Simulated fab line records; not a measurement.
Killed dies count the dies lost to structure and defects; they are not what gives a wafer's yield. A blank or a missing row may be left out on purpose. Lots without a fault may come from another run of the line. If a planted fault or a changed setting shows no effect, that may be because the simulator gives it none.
One fault through the eyes of 3 desks -- flow n5Finfet -- each desk has only its own numbers; what lay behind them comes last
Where a reading is given only as a bound, like >300, the bound stands for it, and a mean or a difference that rests on one is marked > or <: the true number lies beyond.

## THE TOOL OWNER'S DESK: aldHk-02
The tool's own readings at N5_HKMG_FIN_ALD_75 (deposits Al2O3, target thk 1 nm, co reactant pulse time 1 s): means of the sampled wafers that have a number, for each lot that ran on this tool. If a lot's mean is further than 4 standard deviations from the usual mean, the lot is out of limits and carries the mark OUT (the distance appears in the brackets).
Columns: A = heaterPowerW at N5_HKMG_FIN_ALD_75, usual 143 W; B = precursorPulseHeightRel at N5_HKMG_FIN_ALD_75, usual 1.000
lot,first seen here,A,B
L725,day 4 22:34,153,0.991
L729,day 5 22:08,139,1.006
L739,day 8 21:01,146,1.000
L741,day 9 03:06,141,1.018
L742,day 9 07:29,142,0.998
This desk found nothing out of limits on any of the 5 lots.

## METROLOGY DESK
What the gauges read, lot by lot, whatever tool the lot ran on: means of the sampled wafers that have a number. If a lot's mean is further than 4 standard deviations from the usual mean, the lot is out of limits and carries the mark OUT (the distance appears in the brackets). 7 of its 11 readings are shown, namely those furthest out on some lot.
Columns: A = cdNm at N5_HKMG_FIN_CD_MEAS_49, usual 202.2 nm; B = DIBL_P at N5_BEOL_M4_RC_MEAS_101, usual 35.6 mV/V; C = IOFF_N at N5_BEOL_M4_RC_MEAS_101, usual 0.15 nA/um; D = IOFF_P at N5_BEOL_M4_RC_MEAS_101, usual 0.20 nA/um; E = ION_N at N5_BEOL_M4_RC_MEAS_101, usual 668 uA/um; F = ION_P at N5_BEOL_M4_RC_MEAS_101, usual 459 uA/um; G = VT_P at N5_BEOL_M4_RC_MEAS_101, usual -251 mV
lot,first seen here,A,B,C,D,E,F,G
L725,day 4 22:54,201.4,33.5,0.12,0.17,664,455,-253
L726,day 5 05:43,202.4,34.7,0.15,0.21,670,464,-249
L727,day 5 10:11,202.7,34.2,0.16,0.20,663,455,-250
L728,day 5 17:34,202.7,34.2,0.12,0.17,648,452,-253
L729,day 5 22:37,200.6,36.7,0.15,0.20,674,463,-252
L731,day 6 12:08,203.0,33.9,0.12,0.18,653,458,-252
L739,day 8 21:22,201.8,37.9,0.19,0.22,681,464,-251
L741,day 9 03:34,201.6,35.7,0.15,0.20,664,456,-252
L742,day 9 07:57,202.4,36.8,0.16,0.22,664,459,-249
L744,day 10 00:02,202.2,39.5,0.23,0.28,696,472,-244
This desk found nothing out of limits on any of the 10 lots.

## THE DEFECT DESK
For each lot, the counts of the inspections along the route, averaged over the sampled wafers that have a number. If a lot's mean is further than 4 standard deviations from the usual mean, the lot is out of limits and carries the mark OUT (the distance appears in the brackets).
Columns: A = rawDefectCount at N5_SDB_INSPECT_36, usual 37; B = rawDefectCount at N5_DUMMY_REMOVAL_INSPECT_06, usual 12; C = rawDefectCount at N5_HKMG_FIN_INSPECT_61, usual 2.0
lot,first seen here,A,B,C
L725,day 4 21:29,43,11,2.0
L726,day 5 04:10,40,19,2.0
L727,day 5 08:30,25,10,1.0
L728,day 5 16:05,40,16,2.7
L729,day 5 21:01,38,7,2.3
L731,day 6 10:32,23,10,2.0
L739,day 8 19:22,33,12,1.0
L741,day 9 02:01,23,13,>298 (+99 or more) OUT
L742,day 9 05:08,65,12,>296 (+99 or more) OUT
L744,day 9 21:59,40,12,1.5
This desk finds L741, L742 out of limits, L741 being first, at day 9 03:37 (rawDefectCount at N5_HKMG_FIN_INSPECT_61). In limits: L725, L726, L727, L728, L729, L731, L739, L744.

## BROUGHT TOGETHER
The defect desk could have raised an alarm at day 9 03:37, on L741, L742.
The desk of the tool owner found nothing out of limits.
Nothing out of limits was seen by the metrology desk.
The tool owner's desk has L741, L742 on record, within its limits.
The metrology desk holds a record of L741, L742, inside its limits.
N5_HKMG_FIN_ALD_75 was run on aldHk-02 by each of the lots named.

## WHAT THE SIMULATOR PUT IN
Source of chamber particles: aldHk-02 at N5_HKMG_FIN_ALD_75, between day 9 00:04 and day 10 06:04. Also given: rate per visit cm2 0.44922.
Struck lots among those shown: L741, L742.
Hours from the fault's start to each desk's first reading out of limits: the defect desk, 4.
